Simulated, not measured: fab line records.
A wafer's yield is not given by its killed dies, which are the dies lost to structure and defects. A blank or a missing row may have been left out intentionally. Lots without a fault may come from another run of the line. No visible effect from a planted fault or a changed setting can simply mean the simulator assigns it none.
fab line records | flow n5Finfet
record lots=6 | wafers=18 | lastDay=17
route steps=1938 shown WELL_APT@24 BEOL_M4@1111
lots that met no fault: from a run of the same line without faults
startH: start of the lot's first displayed wafer, in hours after the record's first day | waitH: hours since the lot's step before | " same as the row above | L1.1+2: a single row standing in for several wafers | - either no value or no given start | * or withheld: withheld | < > ~ a bound
route shown NAME@n: names a module that has steps shown in the file, with the first one's number in the route | usual: average and standard deviation across the fault-free wafers | same: alike in all rows | chamber/n: place in a boat | sites: each site's reading | _std_site: the standard deviation of these | _edge_site: outer sites' mean less inner sites' | radiusMm: for every site, how far away it sits from the centre of the wafer | mask NAME#n: copy n | behind: the tool/chamber that last shaped the wafer | hold: why the lot went on hold/how many hours it stayed there/how the hold came to an end | device: whichever transistor did not switch (one of n, p or np) | end of line: tests run on the same wafers once the route is complete | for a step that has no rows: nothing shown but its recipe | killed: dies that structure and defects cost at the first sort, which is not the same as the wafer's yield | map: a wafer's dies, marking killed ones x, the rest . and places with no die _
set.NAME: the setting as run; set.NAME@STEP: as run at that earlier step | model.NAME: the simulator's own value behind a step, which no gauge read
lots at selected steps of the route; one table per step, one row per wafer
services: a tool's chamber out of use, with start hour (startH, from the record's first day; less than 0 if before it), hours out, and reason
## steps
# step N5_WELL_APT_EXPOSE_05
# recipe maskId=NWELL | na=0.8 | sourceShape=conventional | sigmaOuter=0.8 | polarization=unpolarized | defocusNm=0 | targetCdNm=200 | doseMj=20.3
# step N5_WELL_APT_PEB_06
# recipe pebTempC=130 | pebTimeS=90
# step N5_WELL_APT_DEVELOP_07
# recipe developTimeS=45 | rinseLiquid=surfactantRinse | dry=airSpin | devTempC=21
# step N5_WELL_APT_HARDBAKE_12
# recipe tempC=130 | timeS=120
# step N5_WELL_APT_CD_MEAS_08
# recipe targetCdNm=200 | landingEnergyEv=500 | detector=seInlens
# usual cdNm=200.2/2
lot.wafer | tool     | chamber | startH | waitH | cdNm
L996.1    | cdSem-02 | 0       | 49.68  | -     | 198.0
L996.3    | "        | 0       | "      | "     | 200.1
L996.6    | "        | 0       | "      | "     | 199.4
L999.2    | cdSem-03 | 0       | 67.64  | -     | 202.0
L999.3    | "        | 0       | "      | "     | 203.6
L999.4    | "        | 0       | "      | "     | 204.0
L104.2    | cdSem-01 | 0       | 97.68  | -     | 199.7
L104.3    | "        | 0       | "      | "     | 197.6
L104.6    | "        | 0       | "      | "     | 198.1
L105.2    | cdSem-03 | 0       | 103.81 | -     | 197.8
L105.3    | "        | 0       | "      | "     | 196.5
L105.4    | "        | 0       | "      | "     | 197.5
L110.2    | cdSem-03 | 0       | 133.68 | -     | 198.5
L110.3    | "        | 0       | "      | "     | 201.0
L110.4    | "        | 0       | "      | "     | 199.5
L111.1    | cdSem-03 | 0       | 140.05 | -     | 196.1
L111.3    | "        | 0       | "      | "     | 197.6
L111.5    | "        | 0       | "      | "     | 197.5
# step N5_WELL_APT_OVL_MEAS_09
# recipe pointsPerWafer=44
# usual NWELL_OVL=-3/7.9
lot.wafer | tool       | chamber | startH | waitH | NWELL_OVL[nm]
L996.1    | overlay-02 | 0       | 49.71  | 0.0   | 9
L996.3    | "          | 0       | "      | "     | 7
L996.6    | "          | 0       | "      | "     | 4
L999.2    | overlay-02 | 0       | 67.67  | 0.0   | -18
L999.3    | "          | 0       | "      | "     | -13
L999.4    | "          | 0       | "      | "     | -12
L104.2    | overlay-01 | 0       | 97.71  | 0.0   | 8
L104.3    | "          | 0       | "      | "     | 5
L104.6    | "          | 0       | "      | "     | 0
L105.2    | overlay-02 | 0       | 103.84 | 0.0   | -10
L105.3    | "          | 0       | "      | "     | -13
L105.4    | "          | 0       | "      | "     | -15
L110.2    | overlay-02 | 0       | 133.71 | 0.0   | 5
L110.3    | "          | 0       | "      | "     | 5
L110.4    | "          | 0       | "      | "     | 4
L111.1    | overlay-01 | 0       | 140.08 | 0.0   | -3
L111.3    | "          | 0       | "      | "     | -8
L111.5    | "          | 0       | "      | "     | -3
# step N5_WELL_APT_INSPECT_10
# recipe mode=adi | inspectInstrument=macro
# usual rawDefectCount=1.8/1.5
lot.wafer | tool             | chamber | startH | waitH | rawDefectCount
L996.1    | defectInspect-02 | -       | 49.73  | 0.0   | 2
L996.3    | "                | -       | "      | "     | 0
L996.6    | "                | -       | "      | "     | 0
L999.2    | defectInspect-01 | -       | 67.69  | 0.0   | 3
L999.3    | "                | -       | "      | "     | 0
L999.4    | "                | -       | "      | "     | 1
L104.2    | defectInspect-02 | -       | 97.73  | 0.0   | 2
L104.3    | "                | -       | "      | "     | 2
L104.6    | "                | -       | "      | "     | 4
L105.2    | defectInspect-01 | -       | 103.86 | 0.0   | 4
L105.3    | "                | -       | "      | "     | 0
L105.4    | "                | -       | "      | "     | 2
L110.2    | defectInspect-02 | -       | 133.73 | 0.0   | 2
L110.3    | "                | -       | "      | "     | 0
L110.4    | "                | -       | "      | "     | 3
L111.1    | defectInspect-01 | -       | 140.11 | 0.0   | 1
L111.3    | "                | -       | "      | "     | 3
L111.5    | "                | -       | "      | "     | 4
# step N5_WELL_APT_DESCUM_13
# recipe chemistry=O2 | timeS=7.9 | sourcePowerW=50 | biasPowerW=20 | pressureMtorr=20 | rfFrequencyHz=2.712e+07 | tempC=40 | o2FlowSccm=225
# usual drypumpMotorCurrentA=5.9/0.53 | oesProductAu=0.76/0.073 | rfVppV=243.5/1.5 | showerheadPlenumPTorr=2.12/0.076 | throttleValvePct=20.44/0.19
lot.wafer | tool       | chamber | startH | waitH | drypumpMotorCurrentA | oesProductAu | rfHoursCounterH | rfVppV | showerheadPlenumPTorr | throttleValvePct
L996.1    | rieDiel-06 | 0       | 49.79  | 0.1   | 5.7                  | 0.72         | 177             | 243.8  | 2.18                  | 20.45
L996.3    | "          | 2       | "      | "     | 6.3                  | 0.72         | 197             | 244.6  | 2.06                  | 20.31
L996.6    | "          | 0       | "      | "     | 5.8                  | 0.73         | -               | 244.7  | 2.18                  | 20.45
L999.2    | rieDiel-03 | 1       | 67.75  | 0.1   | 5.5                  | 0.74         | 145             | 244.1  | 2.18                  | 20.43
L999.3    | "          | 2       | "      | "     | 5.0                  | 0.89         | 35              | 243.8  | 2.15                  | 20.68
L999.4    | "          | 3       | "      | "     | 5.9                  | 0.86         | -               | 241.4  | 2.05                  | 20.54
L104.2    | rieDiel-06 | 3       | 98.05  | 0.3   | 5.4                  | 0.69         | 239             | 241.6  | 1.99                  | 20.72
L104.3    | "          | 2       | "      | "     | 6.3                  | 0.72         | 214             | 241.5  | 2.05                  | 20.36
L104.6    | "          | 3       | "      | "     | 5.4                  | 0.69         | -               | 239.8  | 1.99                  | 20.72
L105.2    | rieDiel-03 | 3       | 103.89 | 0.0   | 6.0                  | 0.83         | 78              | 240.9  | 2.05                  | 20.56
L105.3    | "          | 0       | "      | "     | 5.2                  | 0.95         | 8               | 242.0  | 2.13                  | 20.07
L105.4    | "          | 1       | "      | "     | 5.4                  | 0.73         | 158             | 244.3  | 2.18                  | 20.44
L110.2    | rieDiel-01 | 2       | 133.77 | 0.0   | 5.2                  | 0.87         | 40              | 244.2  | 2.20                  | 20.05
L110.3    | "          | 1       | "      | "     | 5.7                  | 0.68         | 236             | 241.2  | 1.97                  | 20.17
L110.4    | "          | 3       | "      | "     | 6.5                  | 0.70         | -               | 242.6  | 2.15                  | 20.58
L111.1    | rieDiel-06 | 0       | 140.14 | 0.0   | 5.7                  | 0.71         | 203             | 244.3  | 2.17                  | 20.48
L111.3    | "          | 2       | "      | "     | 6.3                  | 0.70         | 229             | 243.1  | 2.05                  | 20.37
L111.5    | "          | 2       | "      | "     | 6.3                  | 0.69         | -               | 241.1  | 2.05                  | 20.37
# step N5_WELL_APT_IMPLANT_14
# recipe species=P | energyKev=160 | doseCm2=1.5e+13 | tiltDeg=0 | rotationDeg=0
# step N5_WELL_APT_IMPLANT_15
# recipe species=As | energyKev=25 | doseCm2=1.5e+13 | tiltDeg=0 | rotationDeg=0
# step N5_WELL_APT_STRIP_16
# recipe chemistry=SPM | timeS=900 | tempC=130 | h2so4H2o2VolRatio=4 | dry=ipaMarangoni
# step N5_WELL_APT_HMDS_18
# recipe timeS=60 | tempC=120
# step N5_WELL_APT_COAT_19
# recipe spinRpm=1357 | resistThkNm=950
# usual dispensePressureKPa=52/3 | spinSpeedRpm=1357.0/1.2
lot.wafer | tool          | chamber | startH | waitH | dispensePressureKPa | spinSpeedRpm | model.coat_of_WELL_APT_COAT_19.thkNm
L996.1    | lithoTrack-05 | 0       | 50.81  | -     | 58                  | 1357.7       | 951.3
L996.3    | "             | 0       | "      | "     | 58                  | 1356.8       | 951.7
L996.6    | "             | 0       | "      | "     | 58                  | 1359.2       | 955.8
L999.2    | lithoTrack-01 | 0       | 68.51  | -     | 52                  | 1357.7       | 948.8
L999.3    | "             | 0       | "      | "     | 52                  | 1357.7       | 952.7
L999.4    | "             | 0       | "      | "     | 52                  | 1357.7       | 949.9
L104.2    | lithoTrack-01 | 0       | 98.81  | -     | 52                  | 1429.0       | 929.5
L104.3    | "             | 0       | "      | "     | 52                  | 1428.7       | 929.8
L104.6    | "             | 0       | "      | "     | 52                  | 1429.3       | 931.2
L105.2    | lithoTrack-01 | 0       | 104.68 | -     | 52                  | 1427.4       | 928.5
L105.3    | "             | 0       | "      | "     | 52                  | 1427.7       | 928.1
L105.4    | "             | 0       | "      | "     | 52                  | 1428.8       | 926.8
L110.2    | lithoTrack-02 | 0       | 134.53 | -     | 50                  | 1357.6       | 946.9
L110.3    | "             | 0       | "      | "     | 50                  | 1357.7       | 947.7
L110.4    | "             | 0       | "      | "     | 50                  | 1360.1       | 946.3
L111.1    | lithoTrack-05 | 0       | 140.93 | -     | 58                  | 1357.6       | 953.1
L111.3    | "             | 0       | "      | "     | 58                  | 1358.1       | 953.6
L111.5    | "             | 0       | "      | "     | 58                  | 1356.4       | 953.5
# step N5_WELL_APT_EBR_21
# recipe solvent=PGMEA | ebrWidthMm=1.5
# step N5_WELL_APT_SOFTBAKE_20
# recipe tempC=130 | timeS=60
# step N5_WELL_APT_EXPOSE_22
# recipe maskId=PWELL | na=0.8 | sourceShape=conventional | sigmaOuter=0.8 | polarization=unpolarized | defocusNm=0 | targetCdNm=200 | doseMj=23.2
# step N5_WELL_APT_PEB_23
# recipe pebTempC=130 | pebTimeS=90
# step N5_WELL_APT_DEVELOP_24
# recipe developTimeS=45 | rinseLiquid=surfactantRinse | dry=airSpin | devTempC=21
# step N5_WELL_APT_HARDBAKE_29
# recipe tempC=130 | timeS=120
# step N5_WELL_APT_CD_MEAS_25
# recipe targetCdNm=200 | landingEnergyEv=500 | detector=seInlens
# usual cdNm=200.5/2
lot.wafer | tool     | chamber | startH | waitH | cdNm
L996.1    | cdSem-03 | 0       | 51.08  | -     | 203.3
L996.3    | "        | 0       | "      | "     | 201.7
L996.6    | "        | 0       | "      | "     | 198.0
L999.2    | cdSem-02 | 0       | 68.78  | -     | 201.3
L999.3    | "        | 0       | "      | "     | 203.1
L999.4    | "        | 0       | "      | "     | 202.2
L104.2    | cdSem-01 | 0       | 99.21  | -     | 201.5
L104.3    | "        | 0       | "      | "     | 198.8
L104.6    | "        | 0       | "      | "     | 198.6
L105.2    | cdSem-01 | 0       | 104.94 | -     | 201.5
L105.3    | "        | 0       | "      | "     | 201.5
L105.4    | "        | 0       | "      | "     | 202.8
L110.2    | cdSem-01 | 0       | 134.93 | -     | 204.8
L110.3    | "        | 0       | "      | "     | 201.2
L110.4    | "        | 0       | "      | "     | 203.0
L111.1    | cdSem-03 | 0       | 141.32 | -     | 198.6
L111.3    | "        | 0       | "      | "     | 199.5
L111.5    | "        | 0       | "      | "     | 199.6
# step N5_WELL_APT_OVL_MEAS_26
# recipe pointsPerWafer=44
# usual PWELL_OVL=-3/4.9
lot.wafer | tool       | chamber | startH | waitH | PWELL_OVL[nm]
L996.1    | overlay-01 | 0       | 51.11  | 0.0   | -6
L996.3    | "          | 0       | "      | "     | -1
L996.6    | "          | 0       | "      | "     | -5
L999.2    | overlay-02 | 0       | 68.81  | 0.0   | -3
L999.3    | "          | 0       | "      | "     | 7
L999.4    | "          | 0       | "      | "     | -4
L104.2    | overlay-02 | 0       | 99.24  | 0.0   | 1
L104.3    | "          | 0       | "      | "     | -9
L104.6    | "          | 0       | "      | "     | -4
L105.2    | overlay-01 | 0       | 104.97 | 0.0   | 6
L105.3    | "          | 0       | "      | "     | 5
L105.4    | "          | 0       | "      | "     | 1
L110.2    | overlay-01 | 0       | 134.96 | 0.0   | -4
L110.3    | "          | 0       | "      | "     | 6
L110.4    | "          | 0       | "      | "     | -2
L111.1    | overlay-01 | 0       | 141.35 | 0.0   | 1
L111.3    | "          | 0       | "      | "     | -3
L111.5    | "          | 0       | "      | "     | 1
# step N5_WELL_APT_INSPECT_27
# recipe mode=adi | inspectInstrument=macro
# usual rawDefectCount=2.3/1.5
lot.wafer | tool             | chamber | startH | waitH | rawDefectCount
L996.1    | defectInspect-01 | -       | 51.13  | 0.0   | 4
L996.3    | "                | -       | "      | "     | 2
L996.6    | "                | -       | "      | "     | 1
L999.2    | defectInspect-01 | -       | 68.83  | 0.0   | 2
L999.3    | "                | -       | "      | "     | 1
L999.4    | "                | -       | "      | "     | 2
L104.2    | defectInspect-02 | -       | 99.26  | 0.0   | 2
L104.3    | "                | -       | "      | "     | 3
L104.6    | "                | -       | "      | "     | 2
L105.2    | defectInspect-01 | -       | 105.00 | 0.0   | 1
L105.3    | "                | -       | "      | "     | 3
L105.4    | "                | -       | "      | "     | 1
L110.2    | defectInspect-02 | -       | 134.98 | 0.0   | 0
L110.3    | "                | -       | "      | "     | 3
L110.4    | "                | -       | "      | "     | 3
L111.1    | defectInspect-02 | -       | 141.37 | 0.0   | 1
L111.3    | "                | -       | "      | "     | 3
L111.5    | "                | -       | "      | "     | 1
# step N5_WELL_APT_DESCUM_30
# recipe chemistry=O2 | timeS=7.9 | sourcePowerW=50 | biasPowerW=20 | pressureMtorr=20 | rfFrequencyHz=2.712e+07 | tempC=40 | o2FlowSccm=225
# usual drypumpMotorCurrentA=5.8/0.52 | oesProductAu=0.77/0.085 | rfVppV=243.6/1.5 | showerheadPlenumPTorr=2.12/0.081 | throttleValvePct=20.40/0.22
lot.wafer | tool       | chamber | startH | waitH | drypumpMotorCurrentA | oesProductAu | rfHoursCounterH | rfVppV | showerheadPlenumPTorr | throttleValvePct | model.coat_of_WELL_APT_COAT_19.thkNm
L996.1    | rieDiel-06 | 1       | 51.23  | 0.1   | 6.6                  | 0.76         | 158             | 244.1  | 2.20                  | 20.49            | 933.2
L996.3    | "          | 2       | "      | "     | 6.3                  | 0.72         | 198             | 243.0  | 2.06                  | 20.31            | 933.5
L996.6    | "          | 0       | "      | "     | 5.8                  | 0.72         | -               | 244.7  | 2.18                  | 20.44            | 937.8
L999.2    | rieDiel-03 | 3       | 68.87  | 0.0   | 6.0                  | 0.87         | 64              | 242.9  | 2.05                  | 20.53            | 930.6
L999.3    | "          | 1       | "      | "     | 5.5                  | 0.75         | 145             | 244.7  | 2.18                  | 20.42            | 934.5
L999.4    | "          | 1       | "      | "     | 5.5                  | 0.75         | -               | 244.4  | 2.18                  | 20.42            | 931.7
L104.2    | rieDiel-01 | 3       | 99.30  | 0.0   | 6.5                  | 0.70         | 227             | 243.8  | 2.16                  | 20.56            | 911.3
L104.3    | "          | 1       | "      | "     | 5.7                  | 0.69         | 223             | 241.5  | 1.97                  | 20.16            | 911.6
L104.6    | "          | 1       | "      | "     | 5.7                  | 0.69         | -               | 242.3  | 1.97                  | 20.16            | 913
L105.2    | rieDiel-06 | 1       | 105.03 | 0.0   | 6.6                  | 0.74         | 176             | 246.2  | 2.19                  | 20.51            | 910.4
L105.3    | "          | 3       | "      | "     | 5.4                  | 0.69         | 241             | 241.0  | 1.99                  | 20.72            | 910
L105.4    | "          | 2       | "      | "     | 6.3                  | 0.72         | 216             | 243.3  | 2.05                  | 20.35            | 908.7
L110.2    | rieDiel-06 | 2       | 135.02 | 0.0   | 6.3                  | 0.71         | 226             | 242.3  | 2.05                  | 20.36            | 928.7
L110.3    | "          | 0       | "      | "     | 5.7                  | 0.72         | 200             | 244.9  | 2.17                  | 20.49            | 929.7
L110.4    | "          | 1       | "      | "     | 6.6                  | 0.73         | 187             | 245.8  | 2.19                  | 20.53            | 928.2
L111.1    | rieDiel-03 | 3       | 141.44 | 0.1   | 5.9                  | 0.82         | 90              | 243.0  | 2.04                  | 20.57            | 934.9
L111.3    | "          | 1       | "      | "     | 5.5                  | 0.72         | 170             | 244.1  | 2.17                  | 20.47            | 935.4
L111.5    | "          | 3       | "      | "     | 6.0                  | 0.83         | -               | 241.9  | 2.04                  | 20.57            | 935.3
# step N5_WELL_APT_IMPLANT_31
# recipe species=B | energyKev=60 | doseCm2=1.5e+13 | tiltDeg=0 | rotationDeg=0
# step N5_BEOL_M4_RC_MEAS_101
# usual DIBL_N=35.7/1.5 | DIBL_P=35.7/2 | IOFF_N=0.155/0.026 | IOFF_P=0.20/0.031 | ION_N=675/11 | ION_P=462/7.1 | SS_N=71.3/0.57 | SS_P=73.1/0.56 | VT_N=250/3 | VT_P=-251/3
lot.wafer | tool      | chamber | startH | waitH | DIBL_N[mV/V] | DIBL_P[mV/V] | IOFF_N[nA/um] | IOFF_P[nA/um] | ION_N[uA/um] | ION_P[uA/um] | SS_N[mV/dec] | SS_P[mV/dec] | VT_N[mV] | VT_P[mV]
L996.1    | prober-01 | 0       | 216.55 | 0.0   | 33.7         | 34.7         | 0.141         | 0.18          | 675          | 470          | 70.6         | 72.7         | 249      | -249
L996.3    | "         | 0       | "      | "     | 34.7         | 35.8         | 0.143         | 0.20          | 664          | 460          | 71.1         | 73.6         | 249      | -249
L996.6    | "         | 0       | "      | "     | 32.6         | 33.5         | 0.121         | 0.17          | 680          | 472          | 70.2         | 72.5         | 251      | -251
L999.2    | prober-01 | 0       | 224.79 | 0.2   | 35.0         | 34.1         | 0.126         | 0.16          | 673          | 459          | 70.8         | 72.6         | 252      | -257
L999.3    | "         | 0       | "      | "     | 36.4         | 34.8         | 0.162         | 0.18          | 666          | 448          | 71.4         | 73.7         | 251      | -254
L999.4    | "         | 0       | "      | "     | 36.8         | 35.1         | 0.168         | 0.18          | 688          | 460          | 71.4         | 72.8         | 249      | -255
L105.2    | prober-02 | 0       | 260.55 | 0.2   | 35.9         | 36.7         | 0.149         | 0.21          | 673          | 469          | 70.7         | 72.9         | 250      | -248
L105.3    | "         | 0       | "      | "     | 36.7         | 37.2         | 0.162         | 0.22          | 669          | 465          | 70.9         | 72.2         | 248      | -248
L105.4    | "         | 0       | "      | "     | 36.7         | 37.1         | 0.163         | 0.23          | 697          | 470          | 71.0         | 73.1         | 248      | -248
L104.2    | prober-02 | 0       | 267.79 | 0.2   | 36.0         | 36.6         | 0.160         | 0.20          | 685          | 466          | 71.1         | 72.7         | 250      | -255
L104.3    | "         | 0       | "      | "     | 36.8         | 38.3         | 0.181         | 0.24          | 685          | 469          | 71.4         | 73.9         | 247      | -249
L104.6    | "         | 0       | "      | "     | 36.5         | 37.4         | 0.172         | 0.21          | 683          | 464          | 71.3         | 73.3         | 247      | -251
L110.2    | prober-01 | 0       | 305.52 | 0.2   | 32.7         | 33.4         | 0.113         | 0.16          | 666          | 452          | 70.4         | 72.4         | 254      | -254
L110.3    | "         | 0       | "      | "     | 34.7         | 35.0         | 0.136         | 0.18          | 669          | 454          | 71.8         | 72.3         | 251      | -252
L110.4    | "         | 0       | "      | "     | 34.4         | 34.9         | 0.138         | 0.17          | 670          | 448          | 70.7         | 72.6         | 251      | -254
L111.1    | prober-02 | 0       | 311.93 | 0.0   | 36.3         | 37.6         | 0.193         | 0.26          | 693          | 474          | 71.5         | 73.7         | 245      | -245
L111.3    | "         | 0       | "      | "     | 35.5         | 35.5         | 0.161         | 0.22          | 678          | 457          | 71.8         | 72.8         | 249      | -248
L111.5    | "         | 0       | "      | "     | 33.8         | 34.1         | 0.143         | 0.20          | 677          | 466          | 70.8         | 72.3         | 250      | -251
## services
tool       | chamber | startH | hours | kind
rieDiel-03 | 1       | 26.25  | 10.1  | repair
rieDiel-03 | 0       | 59.05  | -     | clean
rieDiel-03 | 0       | 59.05  | -     | consumableReplace:focusRing
rieDiel-03 | 0       | 59.05  | 20.3  | scheduledDown
rieDiel-03 | 0       | 59.05  | 20.3  | ventCycle
rieDiel-01 | 1       | 66.24  | 16.2  | repair
rieDiel-06 | 0       | 95.43  | 9.2   | repair
rieDiel-01 | 0       | 107.19 | 29.5  | repair
rieDiel-06 | 3       | 136.50 | -     | clean
rieDiel-06 | 3       | 136.50 | -     | consumableReplace:focusRing
rieDiel-06 | 3       | 136.50 | -     | consumableReplace:showerhead
rieDiel-06 | 3       | 136.50 | 34.7  | scheduledDown
rieDiel-06 | 3       | 136.50 | 34.7  | ventCycle
## key
firstSign step=N5_WELL_APT_COAT_19 | reading=spinSpeedRpm | direction=up | sigmas=60 | usual=* | struck=*
effect none on later readings
modelEffect step=N5_WELL_APT_COAT_19 | value=coat_of_WELL_APT_COAT_19.thkNm | without=952.9 | struck=929
modelEffect step=N5_WELL_APT_DESCUM_30 | value=coat_of_WELL_APT_COAT_19.thkNm | without=934.7 | struck=910.8
metAt N5_WELL_APT_COAT_19
struckWafers L104.2,L104.3,L104.6,L105.2,L105.3,L105.4
onsetBetween 68.51 98.81
fault kind=processParameterDrift | tool=lithoTrack-01 | chamber=- | onsetH=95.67 | steps=N5_WELL_APT_COAT_19 | channel=spinRpm | offset=* | shape=step | endH=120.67 | actsIn=* | stated=*
